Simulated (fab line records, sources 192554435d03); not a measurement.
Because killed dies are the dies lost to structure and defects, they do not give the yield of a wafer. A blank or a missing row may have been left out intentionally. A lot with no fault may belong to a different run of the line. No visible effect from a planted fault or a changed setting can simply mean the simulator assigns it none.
fab line records	flow n5Finfet
[record] lots = 7	wafers = 21
route steps=1938 shown BEOL_M7@1273 BEOL_M8@1368
startH: hours from the record's first day to the start of the lot's first wafer shown	waitH: hours from the lot's prior step to this one	" as in the row above	L1.1+2: a single row standing in for several wafers	- no value, or no start was given	* or withheld: withheld	< > ~ a bound
route shown NAME@n: names a module that has steps shown in the file, with the first one's number in the route	usual: mean/standard deviation taken from wafers without a fault	same: alike in all rows	chamber/n: place in a boat	sites: per-site readings	_std_site: standard deviation of those values	_edge_site: mean of outer sites minus mean of inner sites	radiusMm: for every site, how far away it sits from the centre of the wafer	mask NAME#n: copy n	behind: the most recent tool/chamber to have shaped the wafer	hold: reason for holding the lot/hours on hold/outcome of the hold	device: names the non-switching transistor (n, p or np)	end of line: at the end of the route, the tests of the same wafers	for a step that has no rows: nothing shown but its recipe	killed: dies that structure and defects cost at the first sort, which is not the same as the wafer's yield	map: per-die view of a wafer (x killed, . not killed, _ where there is no die)
set.NAME: the run value of the setting; set.NAME@STEP: its run value at that earlier step	model.NAME: the simulator's own value behind a step, which no gauge read
lots where settings were altered on purpose, with a table for each step and a row for each wafer
[[steps]]
[step N5_BEOL_M7_EXPOSE_08]
[recipe] maskId = M7	na = 1.35	sourceShape = dipole	sigmaInner = 0.817	sigmaOuter = 0.97	polarization = te	doseMj = 68.25
lot.wafer	tool	chamber	startH	waitH	mask	set.doseMj
L082.1+2+4	arfiScanner-02	0	245.96	-	M7#0	68.25
L077.2+4	arfiScanner-01	0	253.97	-	M7#0	68.25
L077.5	"	0	"	"	M7#0	65.82
L083.2+4+5	arfiScanner-02	0	266.22	-	M7#0	68.25
L086.1+5	arfiScanner-02	0	279.90	-	M7#0	72.95
L086.3	"	0	"	"	M7#0	68.25
L087.1+2+4	arfiScanner-01	0	284.51	-	M7#0	69.56
L090.2+3+5	arfiScanner-02	0	303.53	-	M7#0	63.88
L092.1+2+4	arfiScanner-03	0	319.21	-	M7#0	68.25
[step N5_BEOL_M7_PEB_09]
[recipe] pebTempC = withheld	pebTimeS = 60	resist = CAR-ArF
[step N5_BEOL_M7_DEVELOP_10]
[recipe] developTimeS = 30	developer = TMAH	resist = CAR-ArF	rinseLiquid = diw	dry = airSpin	devTempC = 23
[step N5_BEOL_M7_CD_MEAS_11]
[recipe] targetCdNm = 38.5	landingEnergyEv = 500	detector = seInlens	polarity = opening
[usual] cdNm = 38.7/0.47
lot.wafer	tool	chamber	startH	waitH	set.doseMj@BEOL_M7_EXPOSE_08	cdNm
L082.1	cdSem-03	0	246.09	-	68.25	39.3
L082.2	"	0	"	"	68.25	38.9
L082.4	"	0	"	"	68.25	39.1
L077.2	cdSem-02	0	254.09	-	68.25	38.3
L077.4	"	0	"	"	68.25	39.1
L077.5	"	0	"	"	65.82	36.1
L083.2	cdSem-02	0	266.34	-	68.25	38.3
L083.4	"	0	"	"	68.25	38.5
L083.5	"	0	"	"	68.25	39.3
L086.1	cdSem-01	0	280.03	-	72.95	41.2
L086.3	"	0	"	"	68.25	38.1
L086.5	"	0	"	"	72.95	42.4
L087.1	cdSem-01	0	284.63	-	69.56	40.1
L087.2	"	0	"	"	69.56	39.9
L087.4	"	0	"	"	69.56	39.6
L090.2	cdSem-03	0	303.66	-	63.88	35.7
L090.3	"	0	"	"	63.88	35.3
L090.5	"	0	"	"	63.88	35.2
L092.1	cdSem-01	0	319.33	-	68.25	38.9
L092.2	"	0	"	"	68.25	39.2
L092.4	"	0	"	"	68.25	38.9
[step N5_BEOL_M7_DESCUM_16]
[recipe] chemistry = O2	timeS = 7.9	sourcePowerW = 50	biasPowerW = 20	pressureMtorr = 20	rfFrequencyHz = 2.712e+07	tempC = 40	resist = CAR-ArF	o2FlowSccm = 225
[step N5_BEOL_M7_ETCH_61]
[recipe] chemistry = CF4	target = SiARC	targetDepthA = 455	maskMaterial = CAR-ArF	timeS = 75.8	ionEnergyEv = 80	pressureMtorr = 40	sourceW = 545	biasW = 36	Ar_flow_sccm = 100	cf4FlowSccm = 100	ends = cleared
lot.wafer	tool	chamber	startH	waitH	set.doseMj@BEOL_M7_EXPOSE_08	model.BEOL_M7.cdOffsetNm
L082.1	rieDiel-01	1	246.21	0.0	68.25	1.2
L082.2	"	3	"	"	68.25	0.4
L082.4	"	0	"	"	68.25	0.6
L077.2	rieDiel-01	0	254.22	0.0	68.25	-0.2
L077.4	"	3	"	"	68.25	0.6
L077.5	"	2	"	"	65.82	-2.4
L083.2+5	rieDiel-02	1,2	266.46	0.0	68.25	0
L083.4	"	0	"	"	68.25	0.4
L086.1	rieDiel-06	3	280.21	0.0	72.95	3.2
L086.3	"	0	"	"	68.25	-0.6
L086.5	"	0	"	"	72.95	3.6
L087.1	rieDiel-06	1	284.83	0.0	69.56	1.6
L087.2	"	3	"	"	69.56	1.8
L087.4	"	0	"	"	69.56	1.2
L090.2	rieDiel-01	0	304.32	0.0	63.88	-2.4
L090.3	"	3	"	"	63.88	-3.4
L090.5	"	0	"	"	63.88	-2.8
L092.1+2+4	rieDiel-02	0,2,1	319.46	0.0	68.25	0.4
[step N5_BEOL_M7_ETCH_62]
[recipe] chemistry = N2/H2	target = SOC	targetDepthA = 1100	overetchA = 220	maskMaterial = SiARC	tempC = 40	timeS = 165	ionEnergyEv = 200	pressureMtorr = 30	sourceW = 840	biasW = 150	n2FlowSccm = 200	h2FlowSccm = 200
lot.wafer	tool	chamber	startH	waitH	set.doseMj@BEOL_M7_EXPOSE_08	model.BEOL_M7.cdOffsetNm
L082.1	rieDiel-01	1	246.27	0.0	68.25	1.2
L082.2	"	3	"	"	68.25	0.2
L082.4	"	0	"	"	68.25	0.8
L077.2	rieDiel-01	0	254.27	0.0	68.25	0
L077.4	"	3	"	"	68.25	0.4
L077.5	"	2	"	"	65.82	-2.2
L083.2+5	rieDiel-02	1,2	266.52	0.0	68.25	0
L083.4	"	0	"	"	68.25	0.6
L086.1	rieDiel-06	3	280.27	0.0	72.95	3
L086.3	"	0	"	"	68.25	-0.8
L086.5	"	0	"	"	72.95	3.4
L087.1	rieDiel-06	1	284.89	0.0	69.56	1.2
L087.2	"	3	"	"	69.56	1.4
L087.4	"	0	"	"	69.56	0.8
L090.2	rieDiel-01	0	304.37	0.0	63.88	-2.4
L090.3	"	3	"	"	63.88	-3.2
L090.5	"	0	"	"	63.88	-2.8
L092.1+4	rieDiel-02	0,1	319.51	0.0	68.25	0.4
L092.2	"	2	"	"	68.25	0.2
[step N5_BEOL_M7_STRIP_68]
[recipe] chemistry = N2/H2	tempC = 40	n2FlowSccm = 200	h2FlowSccm = 200	rfFrequencyHz = 6e+07
[step N5_BEOL_M7_STRIP_67]
[recipe] chemistry = CF4	resist = SiARC	powerW = 300	biasPowerW = 75	pressureMtorr = 50	cf4FlowSccm = 150	rfFrequencyHz = 6e+07
[step N5_BEOL_M7_HM_OPEN_17]
[recipe] chemistry = Cl2/BCl3	targetDepthA = 200	overetchA = 60	target = TiN	maskMaterial = SOC	ionEnergyEv = 150	pressureMtorr = 10	icpW = 1000	biasW = 126	Cl2_flow_sccm = 53.25	bcl3FlowSccm = 21.75	Ar_flow_sccm = 25
lot.wafer	tool	chamber	startH	waitH	set.doseMj@BEOL_M7_EXPOSE_08	model.BEOL_M7.cdOffsetNm
L082.1	rieMetal-03	0	246.45	0.0	68.25	1.2
L082.2	"	1	"	"	68.25	0.4
L082.4	"	0	"	"	68.25	0.8
L077.2	rieMetal-02	0	254.46	0.0	68.25	-0.2
L077.4	"	0	"	"	68.25	0.4
L077.5	"	0	"	"	65.82	-2.2
L083.2+5	rieMetal-02	0	266.70	0.0	68.25	0
L083.4	"	1	"	"	68.25	0.8
L086.1	rieMetal-02	1	280.45	0.0	72.95	3
L086.3	"	0	"	"	68.25	-0.8
L086.5	"	0	"	"	72.95	3.2
L087.1	rieMetal-01	0	285.08	0.0	69.56	1
L087.2	"	1	"	"	69.56	1.6
L087.4	"	1	"	"	69.56	0.8
L090.2	rieMetal-02	0	304.56	0.0	63.88	-2.6
L090.3	"	1	"	"	63.88	-3.2
L090.5	"	0	"	"	63.88	-3
L092.1+4	rieMetal-03	0	319.70	0.0	68.25	0.2
L092.2	"	1	"	"	68.25	0.4
[step N5_BEOL_M7_STRIP_19]
[recipe] chemistry = O2	powerW = 400	tempC = 40	pressureMtorr = 30	rfFrequencyHz = 6e+07	biasPowerW = 0	overashFraction = 0.2	o2FlowSccm = 225
lot.wafer	tool	chamber	startH	waitH	set.pressureMtorr
L082.1+2+4	rieDiel-02	3,2,1	246.56	0.1	25.14
L077.2+4+5	rieDiel-06	1,0,1	254.57	0.1	28.09
L083.2+4+5	rieDiel-01	3,0,1	266.82	0.1	30
L086.1+3+5	rieDiel-06	2,0,3	280.57	0.1	25.38
L087.1+2+4	rieDiel-01	1,0,3	285.19	0.1	23.73
L090.2+3+5	rieDiel-02	2,1,0	305.01	0.4	34.63
L092.1+2+4	rieDiel-01	2,0,2	319.81	0.1	30
[step N5_BEOL_M7_CD_MEAS_18]
[recipe] pitchNm = 80	targetCdNm = 40
[usual] cdNm = 40.2/0.55
lot.wafer	tool	chamber	startH	waitH	set.doseMj@BEOL_M7_EXPOSE_08	cdNm
L082.1	cdSem-03	-	246.63	0.0	68.25	41.2
L082.2	"	-	"	"	68.25	40.3
L082.4	"	-	"	"	68.25	40.7
L077.2	cdSem-03	-	254.64	0.1	68.25	40.0
L077.4	"	-	"	"	68.25	40.3
L077.5	"	-	"	"	65.82	38.3
L083.2	cdSem-01	-	266.89	0.1	68.25	40.2
L083.4	"	-	"	"	68.25	41.0
L083.5	"	-	"	"	68.25	39.9
L086.1	cdSem-03	-	280.64	0.0	72.95	43.2
L086.3	"	-	"	"	68.25	39.0
L086.5	"	-	"	"	72.95	43.5
L087.1	cdSem-01	-	285.26	0.0	69.56	41.4
L087.2	"	-	"	"	69.56	41.4
L087.4	"	-	"	"	69.56	40.9
L090.2	cdSem-02	-	305.08	0.1	63.88	37.6
L090.3	"	-	"	"	63.88	36.6
L090.5	"	-	"	"	63.88	37.7
L092.1	cdSem-01	-	319.88	0.0	68.25	40.0
L092.2	"	-	"	"	68.25	40.4
L092.4	"	-	"	"	68.25	40.4
[step N5_BEOL_M7_COAT_63]
[recipe] resist = SOC	tempC = 250	timeS = 60	spinRpm = 1500	resistThkNm = 60
[step N5_BEOL_M7_COAT_64]
[recipe] resist = SiARC	tempC = 220	timeS = 60	spinRpm = 1500	resistThkNm = 12
[step N5_BEOL_M7_PRECLEAN_42]
[recipe] chemistry = residueRemover	timeS = 60	tempC = 40
[step N5_BEOL_M7_SRD_43]
[recipe] timeS = 30	tempC = 23	rinseLiquid = diw	dry = ipaMarangoni
[step N5_BEOL_M7_CD_MEAS_35]
[recipe] targetCdNm = 40	polarity = opening
[usual] cdNm = 40.2/0.58
lot.wafer	tool	chamber	startH	waitH	set.doseMj@BEOL_M7_EXPOSE_08	cdNm
L082.1	cdSem-01	-	248.45	0.0	68.25	41.2
L082.2	"	-	"	"	68.25	40.3
L082.4	"	-	"	"	68.25	41.0
L077.2	cdSem-02	-	257.75	0.0	68.25	40.3
L077.4	"	-	"	"	68.25	40.7
L077.5	"	-	"	"	65.82	37.7
L083.2	cdSem-01	-	268.06	0.0	68.25	40.2
L083.4	"	-	"	"	68.25	40.8
L083.5	"	-	"	"	68.25	39.8
L086.1	cdSem-01	-	283.01	0.0	72.95	42.8
L086.3	"	-	"	"	68.25	39.2
L086.5	"	-	"	"	72.95	43.3
L087.1	cdSem-03	-	286.96	0.0	69.56	40.8
L087.2	"	-	"	"	69.56	41.4
L087.4	"	-	"	"	69.56	40.7
L090.2	cdSem-03	-	308.04	0.0	63.88	37.5
L090.3	"	-	"	"	63.88	36.7
L090.5	"	-	"	"	63.88	37.2
L092.1	cdSem-03	-	321.10	0.0	68.25	40.8
L092.2	"	-	"	"	68.25	40.5
L092.4	"	-	"	"	68.25	40.1
[step N5_BEOL_M8_DESCUM_33]
[recipe] chemistry = O2	timeS = 7	sourcePowerW = 50	biasPowerW = 20	pressureMtorr = 20	rfFrequencyHz = 2.712e+07	tempC = 40	resist = CAR-EUV	o2FlowSccm = 225
lot.wafer	tool	chamber	startH	waitH	set.timeS	model.CAR-EUV_of_BEOL_M8_COAT_22.thkNm
L082.1+2	rieDiel-03	0,1	257.33	0.2	7.912	25.6
L082.4	"	2	"	"	7	26
L077.2+4	rieDiel-04	0,3	265.56	0.0	7.491	25.8
L077.5	"	3	"	"	7	26
L083.2+4	rieDiel-05	0,3	276.19	0.6	7	26.2
L083.5	"	0	"	"	7.988	25.6
L086.1+5	rieDiel-05	1,3	291.46	1.2	7	26.2
L086.3	"	2	"	"	5.906	26.6
L087.1+2	rieDiel-05	0,2	299.05	0.8	5.924	26.6
L087.4	"	1	"	"	7	26
L090.2	rieDiel-04	3	316.21	0.2	7	26
L090.3+5	"	2	"	"	6.087	26.6
L092.1+2+4	rieDiel-05	2,3,1	327.34	0.0	7	26.2
[step N5_BEOL_M8_ETCH_72]
[recipe] chemistry = N2/H2	target = underlayer	targetDepthA = 65	maskMaterial = CAR-EUV	timeS = 5.2	ionEnergyEv = 200	pressureMtorr = 30	sourceW = 840	biasW = 150	n2FlowSccm = 200	h2FlowSccm = 200	ends = cleared
lot.wafer	tool	chamber	startH	waitH	set.timeS@BEOL_M8_DESCUM_33	model.CAR-EUV_of_BEOL_M8_COAT_22.thkNm
L082.1+2	rieDiel-03	0,1	257.37	0.0	7.912	20
L082.4	"	2	"	"	7	20.4
L077.2+4	rieDiel-04	0,3	265.60	0.0	7.491	20
L077.5	"	3	"	"	7	20.2
L083.2+4	rieDiel-05	0,3	276.23	0.0	7	20.4
L083.5	"	0	"	"	7.988	20
L086.1+5	rieDiel-05	1,3	291.49	0.0	7	20.4
L086.3	"	2	"	"	5.906	21
L087.1+2	rieDiel-05	0,2	299.08	0.0	5.924	20.8
L087.4	"	1	"	"	7	20.2
L090.2	rieDiel-04	3	316.25	0.0	7	20.2
L090.3	"	2	"	"	6.087	20.8
L090.5	"	2	"	"	6.087	21
L092.1+2+4	rieDiel-05	2,3,1	327.37	0.0	7	20.4
[step N5_BEOL_M8_ETCH_65]
[recipe] chemistry = CF4	target = SiARC	targetDepthA = 156	maskMaterial = CAR-EUV	timeS = 26	ionEnergyEv = 80	pressureMtorr = 40	sourceW = 545	biasW = 36	Ar_flow_sccm = 100	cf4FlowSccm = 100	ends = cleared
lot.wafer	tool	chamber	startH	waitH	set.timeS@BEOL_M8_DESCUM_33	model.CAR-EUV_of_BEOL_M8_COAT_22.thkNm
L082.1	rieDiel-03	0	257.38	0.0	7.912	10.6
L082.2	"	1	"	"	7.912	10.8
L082.4	"	2	"	"	7	11.2
L077.2+4	rieDiel-04	0,3	265.61	0.0	7.491	10.8
L077.5	"	3	"	"	7	11
L083.2+4	rieDiel-05	0,3	276.24	0.0	7	11.2
L083.5	"	0	"	"	7.988	10.6
L086.1+5	rieDiel-05	1,3	291.51	0.0	7	11.2
L086.3	"	2	"	"	5.906	11.6
L087.1+2	rieDiel-05	0,2	299.10	0.0	5.924	11.6
L087.4	"	1	"	"	7	11
L090.2	rieDiel-04	3	316.27	0.0	7	11
L090.3	"	2	"	"	6.087	11.6
L090.5	"	2	"	"	6.087	11.8
L092.1+2+4	rieDiel-05	2,3,1	327.39	0.0	7	11.2
[step N5_BEOL_M8_TRENCH_ETCH_37]
[recipe] chemistry = C4F6/O2	targetDepthA = 934.78	target = SiCOH_lowk	timeS = 31.2	ionEnergyEv = 250	pressureMtorr = 30	sourceW = 345	biasW = 185	Ar_flow_sccm = 300	C4F6_flow_sccm = 10	O2_flow_sccm = 10
lot.wafer	tool	chamber	startH	waitH	set.timeS	model.BEOL_M8.featureDepthNm	model.etch.depthNm
L082.1	rieDiel-03	0	-	-	35.94	108.4	108.4
L082.2	"	1	"	"	31.2	92	91.97
L082.4	"	2	"	"	31.2	93.4	93.45
L077.2	rieDiel-04	0	-	-	31.2	93	92.94
L077.4	"	3	"	"	31.2	96.6	96.62
L077.5	"	3	"	"	33.56	103.6	103.6
L083.2	rieDiel-05	0	-	-	31.2	93.4	93.5
L083.4	"	3	"	"	31.2	92.8	92.81
L083.5	"	0	"	"	27.34	81.6	81.55
L086.1	rieDiel-05	1	-	-	31.2	93.4	93.32
L086.3	"	2	"	"	31.2	94.2	94.28
L086.5	"	3	"	"	27.76	81.8	81.81
L087.1	rieDiel-05	0	-	-	31.2	92.8	92.79
L087.2	"	2	"	"	24.35	74	73.93
L087.4	"	1	"	"	24.35	73.2	73.3
L090.2	rieDiel-04	3	-	-	31.2	96.6	96.58
L090.3	"	2	"	"	31.2	95.8	95.73
L090.5	"	2	"	"	31.2	95.4	95.31
L092.1	rieDiel-05	2	-	-	31.2	94.2	94.15
L092.2	"	3	"	"	31.2	92.6	92.51
L092.4	"	1	"	"	31.2	94.2	94.1
[step N5_BEOL_M8_ETCH_41]
[recipe] chemistry = CH3F/O2	target = SiCN	targetDepthA = 319	taperDeg = 2	timeS = 57.8	ionEnergyEv = 120	maskMaterial = TiN	pressureMtorr = 30	sourceW = 395	biasW = 75	Ar_flow_sccm = 150	CH3F_flow_sccm = 30	O2_flow_sccm = 20
[step N5_BEOL_M8_STRIP_80]
[recipe] chemistry = N2/H2	timeS = 10	powerW = 450	tempC = 40	pressureMtorr = 20	rfFrequencyHz = 6e+07	biasPowerW = 7	n2FlowSccm = 200	h2FlowSccm = 200
[step N5_BEOL_M8_OCD_MEAS_38]
[usual] trenchDepthNm = 93.7/1.5
lot.wafer	tool	chamber	startH	waitH	set.timeS@BEOL_M8_TRENCH_ETCH_37	trenchDepthNm
L082.1	ocd-02	-	257.76	-	35.94	108.8
L082.2	"	-	"	"	31.2	92.0
L082.4	"	-	"	"	31.2	93.3
L077.2	ocd-01	-	265.99	-	31.2	93.1
L077.4	"	-	"	"	31.2	96.0
L077.5	"	-	"	"	33.56	103.9
L083.2	ocd-02	-	276.62	-	31.2	93.4
L083.4	"	-	"	"	31.2	93.6
L083.5	"	-	"	"	27.34	81.6
L086.1	ocd-01	-	291.89	-	31.2	93.4
L086.3	"	-	"	"	31.2	94.1
L086.5	"	-	"	"	27.76	81.4
L087.1	ocd-02	-	299.48	-	31.2	92.7
L087.2	"	-	"	"	24.35	74.4
L087.4	"	-	"	"	24.35	73.2
L090.2	ocd-01	-	316.65	-	31.2	96.6
L090.3	"	-	"	"	31.2	95.2
L090.5	"	-	"	"	31.2	95.5
L092.1	ocd-02	-	327.77	-	31.2	93.6
L092.2	"	-	"	"	31.2	91.9
L092.4	"	-	"	"	31.2	93.8
[step N5_BEOL_M8_HM_STRIP_39]
[recipe] chemistry = peroxideTinStrip	material = TiN	targetDepthA = 250	tempC = 50	timeS = 158
[step N5_BEOL_M8_SRD_40]
[recipe] timeS = 30	tempC = 23	rinseLiquid = diw	dry = ipaMarangoni
[step N5_BEOL_M8_ECD_50]
[recipe] material = Cu	targetThkA = 3000
[step N5_BEOL_M8_ANNEAL_51]
[recipe] tempC = 225	timeS = 90	ambient = N2
[step N5_BEOL_M8_CMP_52]
[recipe] stopOn = SiCOH_lowk	tOverpolishS = 6.9	downForcePsi = 1	platenRpm = 50	clearingPlatenDownForcePsi = 1.5	clearingPlatenRpm = 50	postCmpClean = cuAlkaline	targetThkNm = 80	clearingPlatenPadVelocityMS = 0.99484	padVelocityMS = 0.99484
lot.wafer	tool	chamber	startH	waitH	set.timeS@BEOL_M8_TRENCH_ETCH_37	model.Cu_of_BEOL_M8_ECD_50.thkNm
L082.1	cmp-03	0	260.04	0.3	35.94	96.2
L082.4	"	1	"	"	31.2	81.2
L082.2	"	2	"	"	31.2	79.2
L077.4	cmp-03	2	268.60	0.2	31.2	83
L077.2	"	3	"	"	31.2	79
L077.5	"	0	"	"	33.56	90
L083.4	cmp-03	2	279.80	0.2	31.2	79.6
L083.2	"	0	"	"	31.2	81
L083.5	"	1	"	"	27.34	66.8
L086.1	cmp-04	1	294.91	0.3	31.2	79.4
L086.3	"	2	"	"	31.2	80.4
L086.5	"	1	"	"	27.76	66.8
L087.1	cmp-01	2	302.35	0.3	31.2	78.6
L087.4	"	3	"	"	24.35	59
L087.2	"	1	"	"	24.35	60.4
L090.3	cmp-04	2	319.01	0.2	31.2	80.6
L090.2	"	3	"	"	31.2	84.2
L090.5	"	3	"	"	31.2	83.4
L092.1	cmp-04	2	331.29	0.3	31.2	78.6
L092.2	"	3	"	"	31.2	79.8
L092.4	"	0	"	"	31.2	80.6
[step N5_BEOL_M8_THK_MEAS_53]
[recipe] thkMeasGauge = xrf	reads = Cu_of_BEOL_M8_ECD_50
[usual] M8_THK = 81.2/2.1
lot.wafer	tool	chamber	startH	waitH	set.timeS@BEOL_M8_TRENCH_ETCH_37	M8_THK[nm]
L082.1	filmMetro-01	-	260.34	-	35.94	97.6
L082.2	"	-	"	"	31.2	80.1
L082.4	"	-	"	"	31.2	82.6
L077.2	filmMetro-01	-	268.82	-	31.2	80.1
L077.4	"	-	"	"	31.2	83.7
L077.5	"	-	"	"	33.56	91.0
L083.2	filmMetro-02	-	280.06	-	31.2	81.6
L083.4	"	-	"	"	31.2	80.5
L083.5	"	-	"	"	27.34	67.4
L086.1	filmMetro-01	-	295.21	-	31.2	80.6
L086.3	"	-	"	"	31.2	81.9
L086.5	"	-	"	"	27.76	68.2
L087.1	filmMetro-01	-	302.64	-	31.2	78.8
L087.2	"	-	"	"	24.35	61.0
L087.4	"	-	"	"	24.35	59.0
L090.2	filmMetro-01	-	319.30	-	31.2	86.4
L090.3	"	-	"	"	31.2	82.5
L090.5	"	-	"	"	31.2	85.1
L092.1	filmMetro-01	-	331.59	-	31.2	79.9
L092.2	"	-	"	"	31.2	81.3
L092.4	"	-	"	"	31.2	82.1
[step N5_BEOL_M8_PRE_CLEAN_55]
[recipe] gas = NH3	timeS = 15	tempC = withheld	rfPowerW = 300
[step N5_BEOL_M8_DEP_56]
[recipe] material = SiCN	targetThkA = 100	tempC = withheld	precursor = 3MS/NH3	pressureTorr = 3	rfW = 202	timeS = 17.5
[step N5_BEOL_M8_RS_MEAS_57]
[recipe] thkMeasGauge = four-point-probe	reads = Cu_of_BEOL_M8_ECD_50+Co_of_BEOL_M8_CVD_78+TaN_of_BEOL_M8_ALD_77
[usual] M8_RS = 0.286/0.0084
lot.wafer	tool	chamber	startH	waitH	set.timeS@BEOL_M8_TRENCH_ETCH_37	M8_RS[ohm/sq]
L082.1	filmMetro-02	-	260.50	0.1	35.94	0.231
L082.2	"	-	"	"	31.2	0.289
L082.4	"	-	"	"	31.2	0.281
L077.2	filmMetro-01	-	268.95	0.1	31.2	0.291
L077.4	"	-	"	"	31.2	0.275
L077.5	"	-	"	"	33.56	0.249
L083.2	filmMetro-02	-	280.22	0.1	31.2	0.282
L083.4	"	-	"	"	31.2	0.288
L083.5	"	-	"	"	27.34	0.354
L086.1	filmMetro-02	-	295.35	0.1	31.2	0.288
L086.3	"	-	"	"	31.2	0.285
L086.5	"	-	"	"	27.76	0.354
L087.1	filmMetro-01	-	302.78	0.1	31.2	0.292
L087.2	"	-	"	"	24.35	0.401
L087.4	"	-	"	"	24.35	0.413
L090.2	filmMetro-01	-	319.43	0.1	31.2	0.268
L090.3	"	-	"	"	31.2	0.283
L090.5	"	-	"	"	31.2	0.272
L092.1	filmMetro-01	-	331.72	0.1	31.2	0.291
L092.2	"	-	"	"	31.2	0.287
L092.4	"	-	"	"	31.2	0.283
[[key]]
[split] step = N5_BEOL_M7_EXPOSE_08	setting = doseMj	stated = 68.25	by = wafer
[response] step = N5_BEOL_M7_CD_MEAS_11	reading = cdNm	change = +0.576	per = 1%	r = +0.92
[response] step = N5_BEOL_M7_ETCH_61	reading = model.BEOL_M7.cdOffsetNm	change = +0.612	per = 1%	r = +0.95
[response] step = N5_BEOL_M7_ETCH_62	reading = model.BEOL_M7.cdOffsetNm	change = +0.601	per = 1%	r = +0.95
[response] step = N5_BEOL_M7_HM_OPEN_17	reading = model.BEOL_M7.cdOffsetNm	change = +0.583	per = 1%	r = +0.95
[response] step = N5_BEOL_M7_CD_MEAS_18	reading = cdNm	change = +0.615	per = 1%	r = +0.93
[response] step = N5_BEOL_M7_CD_MEAS_35	reading = cdNm	change = +0.613	per = 1%	r = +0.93
[split] step = N5_BEOL_M7_STRIP_19	setting = pressureMtorr	stated = 30	by = lot
response none clear
[split] step = N5_BEOL_M8_DESCUM_33	setting = timeS	stated = 7	by = wafer
[response] step = N5_BEOL_M8_DESCUM_33	reading = model.CAR-EUV_of_BEOL_M8_COAT_22.thkNm	change = -0.0359	per = 1%	r = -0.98
[response] step = N5_BEOL_M8_ETCH_72	reading = model.CAR-EUV_of_BEOL_M8_COAT_22.thkNm	change = -0.0374	per = 1%	r = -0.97
[response] step = N5_BEOL_M8_ETCH_65	reading = model.CAR-EUV_of_BEOL_M8_COAT_22.thkNm	change = -0.0384	per = 1%	r = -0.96
[split] step = N5_BEOL_M8_TRENCH_ETCH_37	setting = timeS	stated = 31.2	by = wafer
[response] step = N5_BEOL_M8_TRENCH_ETCH_37	reading = model.BEOL_M8.featureDepthNm	change = +0.958	per = 1%	r = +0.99
[response] step = N5_BEOL_M8_TRENCH_ETCH_37	reading = model.etch.depthNm	change = +0.96	per = 1%	r = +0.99
[response] step = N5_BEOL_M8_OCD_MEAS_38	reading = trenchDepthNm	change = +0.971	per = 1%	r = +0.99
[response] step = N5_BEOL_M8_CMP_52	reading = model.Cu_of_BEOL_M8_ECD_50.thkNm	change = +0.993	per = 1%	r = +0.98
[response] step = N5_BEOL_M8_THK_MEAS_53	reading = M8_THK	change = +0.996	per = 1%	r = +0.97
[response] step = N5_BEOL_M8_RS_MEAS_57	reading = M8_RS	change = -0.00498	per = 1%	r = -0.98
